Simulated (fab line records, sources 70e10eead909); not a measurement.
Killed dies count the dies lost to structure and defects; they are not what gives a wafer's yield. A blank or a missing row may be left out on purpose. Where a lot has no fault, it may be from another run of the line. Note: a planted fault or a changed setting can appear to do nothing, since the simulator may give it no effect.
fab line records :: flow nand_harc
record:
  lots: 5
  wafers: 15
  last_day: 24
route steps=1159 shown P_ZERO_WELL@29 END@1159
lots that met no fault: taken from a fault-free run of the same line
start_h: hours from the record's opening day to when the first of the lot's shown wafers began :: wait_h: how many hours have passed since the lot's step before this one :: " same as the row above :: L1.1+2: one row covering several wafers at once :: - no value, or no start was given :: * or withheld: withheld :: < > ~ a bound
route shown NAME@n: names a module that has steps shown in the file, with the first one's number in the route :: usual: mean/standard deviation of fault-free wafers :: same: alike in all rows :: chamber/n: place in a boat :: sites: each site's reading :: _std_site: the values' standard deviation :: _edge_site: inner sites' mean taken away from outer sites' mean :: radius_mm: for every site, how far away it sits from the centre of the wafer :: mask NAME#n: copy n :: behind: the last tool/chamber to shape the wafer :: hold: what put the lot on hold/how long, in hours/how the hold closed :: device: the n, p or np transistor that did not switch :: end of line: the route-end tests of the same wafers :: a step without rows: its recipe alone :: killed: count of dies lost to structure and defects at first sort (not the wafer's yield) :: map: shows each die of a wafer: x if killed, . if not, _ if none is there
set.NAME: the setting the step ran with; set.NAME@STEP: the setting that earlier step ran with :: model.NAME: the simulator's own value behind a step, which no gauge read
lots seen at some steps along the route; tables by step, rows by wafer
services: a tool's chamber out of use, with start hour (start_h, from the record's first day; less than 0 if before it), hours out, and reason
== steps ==
step: NHARC_P_ZERO_WELL_CD_MEAS_24
recipe:
  target_cd_nm: 720
  landing_energy_ev: 500
usual:
  cd_nm: 719.9/1.2
lot.wafer: L635.3
tool: cd_sem-01
chamber: 0
start_h: 32.46
wait_h: -
cd_nm: 720.5

lot.wafer: L635.4
tool: cd_sem-01
chamber: 0
start_h: 32.46
wait_h: -
cd_nm: 723.1

lot.wafer: L635.6
tool: cd_sem-01
chamber: 0
start_h: 32.46
wait_h: -
cd_nm: 721.7

lot.wafer: L639.1
tool: cd_sem-01
chamber: 0
start_h: 56.65
wait_h: -
cd_nm: 720.1

lot.wafer: L639.5
tool: cd_sem-01
chamber: 0
start_h: 56.65
wait_h: -
cd_nm: 719.3

lot.wafer: L639.6
tool: cd_sem-01
chamber: 0
start_h: 56.65
wait_h: -
cd_nm: 718.9

lot.wafer: L647.2
tool: cd_sem-01
chamber: 0
start_h: 104.59
wait_h: -
cd_nm: 719.1

lot.wafer: L647.3
tool: cd_sem-01
chamber: 0
start_h: 104.59
wait_h: -
cd_nm: 720.2

lot.wafer: L647.6
tool: cd_sem-01
chamber: 0
start_h: 104.59
wait_h: -
cd_nm: 719.1

lot.wafer: L653.4
tool: cd_sem-03
chamber: 0
start_h: 140.65
wait_h: -
cd_nm: 718.5

lot.wafer: L653.5
tool: cd_sem-03
chamber: 0
start_h: 140.65
wait_h: -
cd_nm: 721.4

lot.wafer: L653.6
tool: cd_sem-03
chamber: 0
start_h: 140.65
wait_h: -
cd_nm: 718.6

lot.wafer: L654.1
tool: cd_sem-02
chamber: 0
start_h: 146.63
wait_h: -
cd_nm: 721.0

lot.wafer: L654.3
tool: cd_sem-02
chamber: 0
start_h: 146.63
wait_h: -
cd_nm: 721.4

lot.wafer: L654.4
tool: cd_sem-02
chamber: 0
start_h: 146.63
wait_h: -
cd_nm: 719.4
step: NHARC_P_ZERO_WELL_HARDBAKE_25
recipe:
  temp_c: 125
  time_s: 80
step: NHARC_P_ZERO_WELL_DESCUM_26
recipe:
  time_s: 3
  o2_flow_sccm: 200
  ar_flow_sccm: 0
  bias_power_w: 0
  chemistry: O2
usual:
  drypump_motor_current_A: 5.7/0.35
  oes_product_au: 1.002/0.0075
  rf_vpp_V: 57.7/0.86
  showerhead_plenum_p_Torr: 1.92/0.08
  throttle_valve_pct: 11.310/0.0089
same:
  bias_power_w: 0
lot.wafer: L635.3
tool: rie_diel-13
chamber: 0
start_h: 32.63
wait_h: -
drypump_motor_current_A: 5.9
oes_product_au: 0.995
rf_hours_counter_h: 8
rf_vpp_V: 57.5
showerhead_plenum_p_Torr: 1.85
throttle_valve_pct: 11.311

lot.wafer: L635.4
tool: rie_diel-13
chamber: 1
start_h: 32.63
wait_h: -
drypump_motor_current_A: 5.3
oes_product_au: 1.007
rf_hours_counter_h: 7
rf_vpp_V: 57.2
showerhead_plenum_p_Torr: 1.99
throttle_valve_pct: 11.332

lot.wafer: L635.6
tool: rie_diel-13
chamber: 3
start_h: 32.63
wait_h: -
drypump_motor_current_A: 5.6
oes_product_au: 0.991
rf_hours_counter_h: -
rf_vpp_V: 58.9
showerhead_plenum_p_Torr: 2.03
throttle_valve_pct: 11.312

lot.wafer: L639.1
tool: rie_diel-08
chamber: 0
start_h: 56.83
wait_h: -
drypump_motor_current_A: 5.7
oes_product_au: 1.008
rf_hours_counter_h: 5
rf_vpp_V: 58.4
showerhead_plenum_p_Torr: 1.89
throttle_valve_pct: 11.318

lot.wafer: L639.6
tool: rie_diel-08
chamber: 2
start_h: 56.83
wait_h: -
drypump_motor_current_A: 5.8
oes_product_au: 1.002
rf_hours_counter_h: -
rf_vpp_V: 57.7
showerhead_plenum_p_Torr: 2.06
throttle_valve_pct: 11.306

lot.wafer: L639.5
tool: rie_diel-08
chamber: 3
start_h: 56.83
wait_h: -
drypump_motor_current_A: 5.7
oes_product_au: 1.010
rf_hours_counter_h: -
rf_vpp_V: 57.8
showerhead_plenum_p_Torr: 1.84
throttle_valve_pct: 11.307

lot.wafer: L647.3
tool: rie_diel-05
chamber: 1
start_h: 104.74
wait_h: -
drypump_motor_current_A: 5.8
oes_product_au: 1.001
rf_hours_counter_h: 7
rf_vpp_V: 56.7
showerhead_plenum_p_Torr: 1.86
throttle_valve_pct: 11.318

lot.wafer: L647.2
tool: rie_diel-05
chamber: 3
start_h: 104.74
wait_h: -
drypump_motor_current_A: 6.4
oes_product_au: 1.009
rf_hours_counter_h: 6
rf_vpp_V: 58.0
showerhead_plenum_p_Torr: 1.93
throttle_valve_pct: 11.318

lot.wafer: L647.6
tool: rie_diel-05
chamber: 1
start_h: 104.74
wait_h: -
drypump_motor_current_A: 5.8
oes_product_au: 1.001
rf_hours_counter_h: -
rf_vpp_V: 57.1
showerhead_plenum_p_Torr: 1.86
throttle_valve_pct: 11.322

lot.wafer: L653.4
tool: rie_diel-08
chamber: 0
start_h: 140.80
wait_h: -
drypump_motor_current_A: 5.7
oes_product_au: 0.993
rf_hours_counter_h: 1
rf_vpp_V: 56.8
showerhead_plenum_p_Torr: 1.88
throttle_valve_pct: 11.304

lot.wafer: L653.5
tool: rie_diel-08
chamber: 0
start_h: 140.80
wait_h: -
drypump_motor_current_A: 5.7
oes_product_au: 0.990
rf_hours_counter_h: -
rf_vpp_V: 58.2
showerhead_plenum_p_Torr: 1.88
throttle_valve_pct: 11.306

lot.wafer: L653.6
tool: rie_diel-08
chamber: 1
start_h: 140.80
wait_h: -
drypump_motor_current_A: 5.9
oes_product_au: 0.990
rf_hours_counter_h: -
rf_vpp_V: 58.3
showerhead_plenum_p_Torr: 1.93
throttle_valve_pct: 11.311

lot.wafer: L654.1
tool: rie_diel-08
chamber: 3
start_h: 146.79
wait_h: -
drypump_motor_current_A: 5.7
oes_product_au: 1.012
rf_hours_counter_h: 1
rf_vpp_V: 58.6
showerhead_plenum_p_Torr: 1.84
throttle_valve_pct: 11.310

lot.wafer: L654.4
tool: rie_diel-08
chamber: 1
start_h: 146.79
wait_h: -
drypump_motor_current_A: 5.9
oes_product_au: 0.998
rf_hours_counter_h: 1
rf_vpp_V: 59.1
showerhead_plenum_p_Torr: 1.93
throttle_valve_pct: 11.311

lot.wafer: L654.3
tool: rie_diel-08
chamber: 2
start_h: 146.79
wait_h: -
drypump_motor_current_A: 5.8
oes_product_au: 1.013
rf_hours_counter_h: 1
rf_vpp_V: 58.6
showerhead_plenum_p_Torr: 2.06
throttle_valve_pct: 11.288
step: NHARC_P_ZERO_WELL_IMPLANT_27
recipe:
  energy_kev: 600
  dose_cm2: 1e+13
  tilt_deg: 7
step: NHARC_P_ZERO_WELL_IMPLANT_57
recipe:
  energy_kev: 250
  dose_cm2: 4e+12
  tilt_deg: 7
step: NHARC_P_ZERO_WELL_IMPLANT_58
recipe:
  energy_kev: 100
  dose_cm2: 2e+12
  tilt_deg: 7
step: NHARC_P_ZERO_WELL_STRIP_28
recipe:
  time_s: 840
  temp_c: 130
  chemistry: SPM
step: NHARC_P_ZERO_WELL_DEHYDRATE_29
recipe:
  temp_c: 150
  time_s: 120
step: NHARC_P_ZERO_WELL_HMDS_30
recipe:
  time_s: 30
step: NHARC_P_ZERO_WELL_COAT_31
recipe:
  spin_rpm: withheld
step: NHARC_P_ZERO_WELL_SOFTBAKE_32
recipe:
  temp_c: 122
  time_s: 95
step: NHARC_P_ZERO_WELL_EBR_33
step: NHARC_P_ZERO_WELL_EXPOSE_34
recipe:
  na: 0.6
  target_cd_nm: 720
  dose_mj: 22.31
  mask_id: P_PWELL
usual:
  exposure_dose_mJ_cm2: 22.309/0.024
lot.wafer: L635.3
tool: krf_scanner-04
chamber: 0
start_h: 33.96
wait_h: -
mask: P_PWELL#0
exposure_dose_mJ_cm2: 22.325

lot.wafer: L635.4
tool: krf_scanner-04
chamber: 0
start_h: 33.96
wait_h: -
mask: P_PWELL#0
exposure_dose_mJ_cm2: 22.309

lot.wafer: L635.6
tool: krf_scanner-04
chamber: 0
start_h: 33.96
wait_h: -
mask: P_PWELL#0
exposure_dose_mJ_cm2: 22.320

lot.wafer: L639.1
tool: krf_scanner-02
chamber: 0
start_h: 58.05
wait_h: -
mask: P_PWELL_R1#0
exposure_dose_mJ_cm2: 22.328

lot.wafer: L639.5
tool: krf_scanner-02
chamber: 0
start_h: 58.05
wait_h: -
mask: P_PWELL_R1#0
exposure_dose_mJ_cm2: 22.327

lot.wafer: L639.6
tool: krf_scanner-02
chamber: 0
start_h: 58.05
wait_h: -
mask: P_PWELL_R1#0
exposure_dose_mJ_cm2: 22.299

lot.wafer: L647.2
tool: krf_scanner-02
chamber: 0
start_h: 105.94
wait_h: -
mask: P_PWELL#0
exposure_dose_mJ_cm2: 22.333

lot.wafer: L647.3
tool: krf_scanner-02
chamber: 0
start_h: 105.94
wait_h: -
mask: P_PWELL#0
exposure_dose_mJ_cm2: 22.302

lot.wafer: L647.6
tool: krf_scanner-02
chamber: 0
start_h: 105.94
wait_h: -
mask: P_PWELL#0
exposure_dose_mJ_cm2: 22.275

lot.wafer: L653.4
tool: krf_scanner-02
chamber: 0
start_h: 142.03
wait_h: -
mask: P_PWELL#0
exposure_dose_mJ_cm2: 22.330

lot.wafer: L653.5
tool: krf_scanner-02
chamber: 0
start_h: 142.03
wait_h: -
mask: P_PWELL#0
exposure_dose_mJ_cm2: 22.330

lot.wafer: L653.6
tool: krf_scanner-02
chamber: 0
start_h: 142.03
wait_h: -
mask: P_PWELL#0
exposure_dose_mJ_cm2: 22.344

lot.wafer: L654.1
tool: krf_scanner-01
chamber: 0
start_h: 148.11
wait_h: -
mask: P_PWELL#0
exposure_dose_mJ_cm2: 22.358

lot.wafer: L654.3
tool: krf_scanner-01
chamber: 0
start_h: 148.11
wait_h: -
mask: P_PWELL#0
exposure_dose_mJ_cm2: 22.312

lot.wafer: L654.4
tool: krf_scanner-01
chamber: 0
start_h: 148.11
wait_h: -
mask: P_PWELL#0
exposure_dose_mJ_cm2: 22.317
step: NHARC_P_ZERO_WELL_PEB_35
recipe:
  peb_temp_c: 118
  peb_time_s: 85
step: NHARC_P_ZERO_WELL_DEVELOP_36
recipe:
  time_s: 70
step: NHARC_P_ZERO_WELL_CD_MEAS_37
recipe:
  target_cd_nm: 720
  landing_energy_ev: 500
usual:
  cd_nm: 719.5/1.3
lot.wafer: L635.3
tool: cd_sem-03
chamber: 0
start_h: 34.12
wait_h: -
cd_nm: 716.6

lot.wafer: L635.4
tool: cd_sem-03
chamber: 0
start_h: 34.12
wait_h: -
cd_nm: 718.1

lot.wafer: L635.6
tool: cd_sem-03
chamber: 0
start_h: 34.12
wait_h: -
cd_nm: 717.5

lot.wafer: L639.1
tool: cd_sem-01
chamber: 0
start_h: 58.20
wait_h: -
cd_nm: 775.4

lot.wafer: L639.5
tool: cd_sem-01
chamber: 0
start_h: 58.20
wait_h: -
cd_nm: 777.0

lot.wafer: L639.6
tool: cd_sem-01
chamber: 0
start_h: 58.20
wait_h: -
cd_nm: 776.3

lot.wafer: L647.2
tool: cd_sem-02
chamber: 0
start_h: 106.09
wait_h: -
cd_nm: 720.4

lot.wafer: L647.3
tool: cd_sem-02
chamber: 0
start_h: 106.09
wait_h: -
cd_nm: 721.2

lot.wafer: L647.6
tool: cd_sem-02
chamber: 0
start_h: 106.09
wait_h: -
cd_nm: 721.8

lot.wafer: L653.4
tool: cd_sem-02
chamber: 0
start_h: 142.18
wait_h: -
cd_nm: 718.5

lot.wafer: L653.5
tool: cd_sem-02
chamber: 0
start_h: 142.18
wait_h: -
cd_nm: 719.3

lot.wafer: L653.6
tool: cd_sem-02
chamber: 0
start_h: 142.18
wait_h: -
cd_nm: 719.7

lot.wafer: L654.1
tool: cd_sem-03
chamber: 0
start_h: 148.28
wait_h: -
cd_nm: 719.2

lot.wafer: L654.3
tool: cd_sem-03
chamber: 0
start_h: 148.28
wait_h: -
cd_nm: 720.8

lot.wafer: L654.4
tool: cd_sem-03
chamber: 0
start_h: 148.28
wait_h: -
cd_nm: 720.2
step: NHARC_P_ZERO_WELL_HARDBAKE_38
recipe:
  temp_c: 125
  time_s: 80
step: NHARC_END_SORT_01
recipe:
  temp_c: 25
usual:
  killed_at_array: 28/12
  killed_at_other: 0.8/1.1
  killed_at_periphery: 3.6/2.3
  killed_dies: 32/12
  killed_open: 3.4/1.9
  killed_short: 2.0/1.3
same:
  gross_dies: 677
lot.wafer: L635.3
tool: prober-02
chamber: 0
start_h: 450.31
wait_h: 3.1
killed_at_array: 28
killed_at_other: 0
killed_at_periphery: 0
killed_dies: 28
killed_open: 2
killed_short: 1

lot.wafer: L635.4
tool: prober-02
chamber: 0
start_h: 451.09
wait_h: 3.4
killed_at_array: 32
killed_at_other: 0
killed_at_periphery: 3
killed_dies: 35
killed_open: 6
killed_short: 0

lot.wafer: L635.6
tool: prober-02
chamber: 0
start_h: 452.66
wait_h: 3.9
killed_at_array: 29
killed_at_other: 0
killed_at_periphery: 2
killed_dies: 31
killed_open: 3
killed_short: 1

lot.wafer: L639.1
tool: prober-01
chamber: 0
start_h: 482.63
wait_h: 2.5
killed_at_array: 28
killed_at_other: 1
killed_at_periphery: 5
killed_dies: 34
killed_open: 8
killed_short: 4

lot.wafer: L639.5
tool: prober-01
chamber: 0
start_h: 485.83
wait_h: 3.7
killed_at_array: 16
killed_at_other: 1
killed_at_periphery: 4
killed_dies: 21
killed_open: 3
killed_short: 1

lot.wafer: L639.6
tool: prober-01
chamber: 0
start_h: 486.63
wait_h: 4.0
killed_at_array: 9
killed_at_other: 3
killed_at_periphery: 3
killed_dies: 15
killed_open: 3
killed_short: 2

lot.wafer: L647.2
tool: prober-01
chamber: 0
start_h: 537.03
wait_h: 2.8
killed_at_array: 34
killed_at_other: 0
killed_at_periphery: 4
killed_dies: 38
killed_open: 4
killed_short: 3

lot.wafer: L647.3
tool: prober-01
chamber: 0
start_h: 537.84
wait_h: 3.1
killed_at_array: 30
killed_at_other: 2
killed_at_periphery: 0
killed_dies: 32
killed_open: 2
killed_short: 3

lot.wafer: L647.6
tool: prober-01
chamber: 0
start_h: 540.25
wait_h: 4.0
killed_at_array: 23
killed_at_other: 0
killed_at_periphery: 2
killed_dies: 25
killed_open: 4
killed_short: 3

lot.wafer: L653.4
tool: prober-02
chamber: 0
start_h: 569.97
wait_h: 3.4
killed_at_array: 23
killed_at_other: 0
killed_at_periphery: 2
killed_dies: 25
killed_open: 3
killed_short: 3

lot.wafer: L653.5
tool: prober-02
chamber: 0
start_h: 570.76
wait_h: 3.7
killed_at_array: 27
killed_at_other: 0
killed_at_periphery: 5
killed_dies: 32
killed_open: 2
killed_short: 4

lot.wafer: L653.6
tool: prober-02
chamber: 0
start_h: 571.56
wait_h: 4.0
killed_at_array: 20
killed_at_other: 0
killed_at_periphery: 5
killed_dies: 25
killed_open: 2
killed_short: 2

lot.wafer: L654.1
tool: prober-02
chamber: 0
start_h: 577.41
wait_h: 2.5
killed_at_array: 43
killed_at_other: 1
killed_at_periphery: 6
killed_dies: 50
killed_open: 7
killed_short: 0

lot.wafer: L654.3
tool: prober-02
chamber: 0
start_h: 579.03
wait_h: 3.1
killed_at_array: 38
killed_at_other: 1
killed_at_periphery: 3
killed_dies: 42
killed_open: 2
killed_short: 1

lot.wafer: L654.4
tool: prober-02
chamber: 0
start_h: 579.84
wait_h: 3.4
killed_at_array: 40
killed_at_other: 1
killed_at_periphery: 1
killed_dies: 42
killed_open: 6
killed_short: 2
killed by level:class
L635.3 A_CHANNEL_HOLE_D1:chamber_film_flake=15 A_SLIT:chamber_film_flake=5 A_CONTACT:chamber_film_flake=4 A_CONTACT:geometric_particle:open=1 A_SOURCE_PLATE:geometric_particle:short=1 A_M0:geometric_particle:open=1 A_STAIRCASE:chamber_film_flake=1
L635.4 A_CHANNEL_HOLE_D1:chamber_film_flake=14 A_SLIT:chamber_film_flake=9 P_STI:chamber_film_flake=3 A_WL_FILL:geometric_particle:open=2 A_CONTACT:chamber_film_flake=2 A_SGD_CUT:geometric_particle:open=1 A_CONTACT:geometric_particle:open=1 A_BLC:geometric_particle:open=1
L635.6 A_CHANNEL_HOLE_D1:chamber_film_flake=12 A_SLIT:chamber_film_flake=10 A_CONTACT:chamber_film_flake=4 P_M0:geometric_particle:open=1 A_CHANNEL_FILL_D1:geometric_particle:open=1 A_M1:geometric_particle:short=1 A_M1:geometric_particle:open=1 P_ZERO_WELL:chamber_film_flake=1
L639.1 A_CHANNEL_HOLE_D1:chamber_film_flake=5 A_M1:chamber_film_flake=5 A_CONTACT:geometric_particle:open=4 A_CHANNEL_FILL_D1:chamber_film_flake=3 A_CHANNEL_FILL_D1:geometric_particle:open=2 A_M0:geometric_particle:open=2 P_CONTACT:chamber_film_flake=2 A_ZERO_WELL:chamber_film_flake=2
L639.5 A_CHANNEL_HOLE_D1:chamber_film_flake=4 A_STAIRCASE:chamber_film_flake=3 A_M0:geometric_particle:open=2 P_CONTACT:chamber_film_flake=2 A_CHANNEL_FILL_D1:chamber_film_flake=2 A_M1:chamber_film_flake=2 A_CHANNEL_HOLE_D1:geometric_particle:short=1 A_CONTACT:geometric_particle:open=1
L639.6 A_M1:chamber_film_flake=3 THIN_TSV:chamber_film_flake=3 P_STI:chamber_film_flake=2 P_GATE:geometric_particle:open=1 A_SOURCE_PLATE:geometric_particle:short=1 A_CHANNEL_FILL_D1:geometric_particle:short=1 A_CONTACT:geometric_particle:open=1 A_M1:geometric_particle:open=1
L647.2 A_CHANNEL_HOLE_D1:chamber_film_flake=23 A_WL_FILL:chamber_film_flake=3 A_CONTACT:chamber_film_flake=3 A_CONTACT:geometric_particle:open=2 P_CONTACT:geometric_particle:short=1 P_M0:geometric_particle:open=1 P_M0:geometric_particle:short=1 A_ONON_D1:geometric_particle:short=1
L647.3 A_CHANNEL_HOLE_D1:chamber_film_flake=17 A_WL_FILL:chamber_film_flake=6 A_CONTACT:chamber_film_flake=3 A_WL_FILL:geometric_particle:short=1 A_CONTACT:geometric_particle:short=1 A_CONTACT:geometric_particle:open=1 STARTING-WAFER:geometric_particle:short=1 STARTING-WAFER:geometric_particle:open=1
L647.6 A_CHANNEL_HOLE_D1:chamber_film_flake=10 A_CONTACT:chamber_film_flake=4 A_SOURCE_PLATE:geometric_particle:open=1 A_ONON_D1:geometric_particle:open=1 A_CONTACT:geometric_particle:open=1 A_CHANNEL_FILL_D1:geometric_particle:short=1 A_STAIRCASE:geometric_particle:open=1 A_WL_FILL:geometric_particle:short=1
L653.4 A_CHANNEL_HOLE_D1:chamber_film_flake=7 A_CONTACT:chamber_film_flake=7 A_CONTACT:geometric_particle:open=2 A_M0:chamber_film_flake=2 P_M0:geometric_particle:short=1 A_SGD_CUT:geometric_particle:short=1 A_WL_FILL:geometric_particle:open=1 A_CONTACT:geometric_particle:short=1
L653.5 A_CONTACT:chamber_film_flake=7 A_CHANNEL_HOLE_D1:chamber_film_flake=6 A_M0:chamber_film_flake=5 P_GATE:chamber_film_flake=4 A_STAIRCASE:chamber_film_flake=2 P_GATE:geometric_particle:short=1 A_ONON_D1:geometric_particle:open=1 A_ONON_D1:geometric_particle:short=1
L653.6 A_CHANNEL_HOLE_D1:chamber_film_flake=6 A_M0:chamber_film_flake=4 A_CONTACT:chamber_film_flake=4 P_STI:chamber_film_flake=2 P_GATE:chamber_film_flake=2 A_STAIRCASE:chamber_film_flake=2 A_SGD_CUT:geometric_particle:short=1 A_WL_FILL:geometric_particle:short=1
L654.1 A_SLIT:chamber_film_flake=21 A_CHANNEL_HOLE_D1:chamber_film_flake=8 A_STAIRCASE:chamber_film_flake=7 A_CONTACT:chamber_film_flake=3 P_M2:chamber_film_flake=2 P_GATE:geometric_particle:open=1 P_M0:geometric_particle:open=1 P_M1:geometric_particle:open=1
L654.3 A_SLIT:chamber_film_flake=17 A_CHANNEL_HOLE_D1:chamber_film_flake=10 A_STAIRCASE:chamber_film_flake=5 P_M2:chamber_film_flake=2 A_WL_FILL:chamber_film_flake=2 P_GATE:geometric_particle:open=1 A_SOURCE_PLATE:geometric_particle:open=1 A_ONON_D1:geometric_particle:short=1
L654.4 A_SLIT:chamber_film_flake=18 A_CHANNEL_HOLE_D1:chamber_film_flake=8 A_STAIRCASE:chamber_film_flake=4 A_CONTACT:geometric_particle:open=2 A_CONTACT:chamber_film_flake=2 A_SGD_CUT:geometric_particle:open=1 A_WL_FILL:geometric_particle:short=1 A_WL_FILL:geometric_particle:open=1
== services ==
tool: rie_diel-08
chamber: 0
start_h: 30.30
hours: -
kind: clean

tool: rie_diel-08
chamber: 1
start_h: 30.30
hours: -
kind: clean

tool: rie_diel-08
chamber: 2
start_h: 30.30
hours: -
kind: clean

tool: rie_diel-08
chamber: 3
start_h: 30.30
hours: -
kind: clean

tool: krf_scanner-04
chamber: -
start_h: 37.90
hours: 1.5
kind: repair

tool: krf_scanner-02
chamber: -
start_h: 38.00
hours: 4.0
kind: pm

tool: rie_diel-08
chamber: 0
start_h: 54.80
hours: -
kind: clean

tool: krf_scanner-04
chamber: -
start_h: 55.51
hours: 0.4
kind: repair

tool: krf_scanner-02
chamber: -
start_h: 60.02
hours: 2.6
kind: repair

tool: rie_diel-05
chamber: 3
start_h: 60.80
hours: 5.5
kind: repair

tool: krf_scanner-02
chamber: -
start_h: 71.01
hours: 0.3
kind: repair

tool: krf_scanner-01
chamber: -
start_h: 77.76
hours: 0.3
kind: repair

tool: krf_scanner-04
chamber: -
start_h: 80.73
hours: 0.3
kind: repair

tool: krf_scanner-01
chamber: -
start_h: 84.00
hours: 4.0
kind: pm

tool: krf_scanner-02
chamber: -
start_h: 95.81
hours: 1.6
kind: repair

tool: rie_diel-13
chamber: -
start_h: 99.00
hours: 9.0
kind: pm

tool: krf_scanner-04
chamber: -
start_h: 102.05
hours: 1.1
kind: repair

tool: krf_scanner-01
chamber: -
start_h: 116.77
hours: 0.3
kind: repair

tool: krf_scanner-01
chamber: -
start_h: 118.14
hours: 0.6
kind: repair

tool: rie_diel-08
chamber: -
start_h: 124.80
hours: 9.0
kind: pm

tool: krf_scanner-04
chamber: -
start_h: 126.00
hours: 4.0
kind: pm

tool: rie_diel-13
chamber: 3
start_h: 129.03
hours: 8.8
kind: repair

tool: rie_diel-13
chamber: 2
start_h: 131.68
hours: 11.2
kind: repair

tool: krf_scanner-02
chamber: -
start_h: 146.76
hours: 0.7
kind: repair
== key ==
first_sign:
  step: NHARC_P_ZERO_WELL_EXPOSE_34
  reading: mask
  direction: changed
effect:
  step: NHARC_P_ZERO_WELL_CD_MEAS_37
  reading: cd_nm
  direction: up
  sigmas: 45
  usual: 719.5
  struck: 776.2
met_at NHARC_P_ZERO_WELL_EXPOSE_34
struck_wafers L639.1,L639.5,L639.6
tester_left_out L639
fault:
  kind: wrong_mask
  tool: any
  chamber: -
  onset_h: 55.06
  steps: NHARC_P_ZERO_WELL_EXPOSE_34
  aux_copy: P_PWELL_R1#0
  cd_offset_nm: 57
  scope: struck_lots_only
tester_left_out: of these lots the tester's yield and bins aren't shown, on N5 and GAA mostly nor the transistor test; their killed dies are dies lost to structure and defects alone, not to doping, threshold or leakage, so they don't give the yield
